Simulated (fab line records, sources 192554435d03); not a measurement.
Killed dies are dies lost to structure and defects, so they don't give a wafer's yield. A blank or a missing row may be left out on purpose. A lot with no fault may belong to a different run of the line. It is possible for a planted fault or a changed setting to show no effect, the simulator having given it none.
Comparing a struck lot with a sound one / flow n5-finfet / 16 out of 1938 route steps
Sound: wafers L469.3, L469.4, L469.6. Struck: wafers L472.3, L472.4. The cause is named last.
Each step with rows lists, per side, the tool, then ch with its chambers, then its first start. Under that, the readings that differ: sound wafers / struck wafers / difference of the means / sigmas: that difference in standard deviations of wafers without a fault.
alike: a reading whose means differ by less than 2 such deviations, as well as words and numbers matching on both sides. not compared: withheld readings; readings where some wafer has no value; bounds like >300 that might hide an equal value; numbers whose values overlap and for which the record gives no deviation.
The two part at a step that has a row with sigmas, a row that says differs or no value, or rows on one side only. Numbers that have no deviation but don't overlap get no sigmas and don't part them. Lack of a reading on every wafer of one side parts them only where that side has two or more wafers.

first, 1 step without rows for these wafers: N5_BEOL_M4_DEVELOP_27 (develop time 30 s).
N5_BEOL_M4_CD_MEAS_28: target cd 26.2 nm, target cd y 24.1 nm.
  sound on cd-sem-01 ch 0, day 7 23:59; struck on cd-sem-02 ch 0, day 8 16:33
  alike: cd-nm
N5_BEOL_M4_OVL_MEAS_29:
  sound on overlay-02 ch 0, day 8 00:01; struck on overlay-02 ch 0, day 8 16:35
reading=V3_OVL (nm); sound=-0.8 -1.1 -0.7; struck=0.6 0.4; difference=+1.4; sigmas=+2
N5_BEOL_M4_INSPECT_30: inspects for defects (brightfield).
  sound on defect-inspect-01, day 8 00:04; struck on defect-inspect-02, day 8 16:38
  alike: raw-defect-count
N5_BEOL_M4_DESCUM_33: chemistry O2, time 7 s.
  sound on rie-diel-05 ch 0,2,3, day 8 00:06; struck on rie-diel-01 ch 0,2, day 8 16:57
reading=drypump-motor-current-A (A); sound=6.1 6.1 6.1; struck=5.5 5.1; difference=-0.8; sigmas=-2
  alike: oes-product-au, rf-fwd-power-W, rf-vpp-V, showerhead-plenum-p-Torr, throttle-valve-pct
  not compared: rf-hours-counter-h
then, 1 step without rows for these wafers: N5_BEOL_M4_ETCH_77 (etches underlayer in N2/H2, target depth 6.5 nm, time 5.2 s).
N5_BEOL_M4_ETCH_69: etches SiARC in CF4, target depth 15.6 nm, time 26 s.
  sound on rie-diel-05 ch 0,2,3, day 8 00:09; struck on rie-diel-01 ch 0,2, day 8 17:00
reading=drypump-motor-current-A (A); sound=6.1 6.1 6.1; struck=5.5 5.1; difference=-0.8; sigmas=-2
  alike: etch-rf-on-time-s, oes-product-au, rf-fwd-power-W, rf-vpp-V, showerhead-plenum-p-Torr, throttle-valve-pct
  not compared: rf-hours-counter-h
N5_BEOL_M4_ALD_98: deposits SiO2, target thk 2.5 nm, pulse time 1 s, co reactant pulse time 1 s.
  sound on ald-sin-02 ch 0,1,2, day 8 00:14; struck on ald-sin-02 ch 0,1, day 8 17:22
  alike: heater-power-w, precursor-pulse-height-rel
N5_BEOL_M4_ETCHBACK_99: etches SiO2 in CHF3, target depth 5 nm, time 10.4 s.
  sound on rie-diel-01 ch 0,3, day 8 00:26; struck on rie-diel-01 ch 0,3, day 8 17:29
  alike: CHF3_flow_sccm, drypump-motor-current-A, oes_f_703_au, oes-product-au, rf-fwd-power-W, rf-vpp-V, showerhead-plenum-p-Torr, throttle-valve-pct
  not compared: rf-hours-counter-h
N5_BEOL_M4_ETCH_70: etches SOC in N2/H2, target depth 80 nm, overetch 24 nm, time 130 s.
  sound on rie-diel-01 ch 0,3, day 8 00:28; struck on rie-diel-01 ch 0,3, day 8 17:31
  alike: drypump-motor-current-A, n2-flow-sccm, oes-product-au, rf-fwd-power-W, rf-vpp-V, showerhead-plenum-p-Torr, throttle-valve-pct
  not compared: rf-hours-counter-h
then, 2 steps without rows for these wafers: N5_BEOL_M4_STRIP_71 (strips in N2/H2); N5_BEOL_M4_STRIP_78 (strips in N2/H2).
N5_BEOL_M4_VIA_ETCH_34: etches the open film in C4F6/O2, target depth 69.4 nm, time 65.9 s.
  sound on rie-diel-01 ch 0,3, day 8 00:34; struck on rie-diel-01 ch 0,3, day 8 17:38
reading=model.etch.depth-nm (nm); sound=69.29 68.97 69.65; struck=92.72 92.8; difference=+23.46; sigmas=
reading=model.SOC_of_BEOL_M4_COAT_67.thk-nm (nm); sound=51.8 51.6 51.8; struck=49.2 49.2; difference=-2.5; sigmas=
  alike: drypump-motor-current-A, oes_f_703_au, oes-product-au, rf-fwd-power-W, rf-vpp-V, showerhead-plenum-p-Torr, throttle-valve-pct
  not compared: rf-hours-counter-h
then, 1 step without rows for these wafers: N5_BEOL_M4_STRIP_83 (strips in C4F6/O2).
N5_BEOL_M4_RC_MEAS_101:
  sound on prober-02 ch 0, day 8 08:04; struck on prober-02 ch 0, day 9 00:17
  alike: DIBL_N, DIBL_P, IOFF_N, IOFF_P, ION_N, ION_P, SS_N, SS_P, VT_N, VT_P
-- here the record skips 4 days between the struck wafers' starts before and after, leaving off in module BEOL_M4 and picking up in module PASSIVATION (first step shown: number 1936 of the route) --
N5_PASSIVATION_PROBE_49:
  rows exist in the record for the struck wafers here (prober-01, day 13 03:24), but not for the sound ones

== WHERE THEY PART ==
First at N5_BEOL_M4_OVL_MEAS_29; last, within this record, at N5_PASSIVATION_PROBE_49.

WHY: the cause the simulator had injected
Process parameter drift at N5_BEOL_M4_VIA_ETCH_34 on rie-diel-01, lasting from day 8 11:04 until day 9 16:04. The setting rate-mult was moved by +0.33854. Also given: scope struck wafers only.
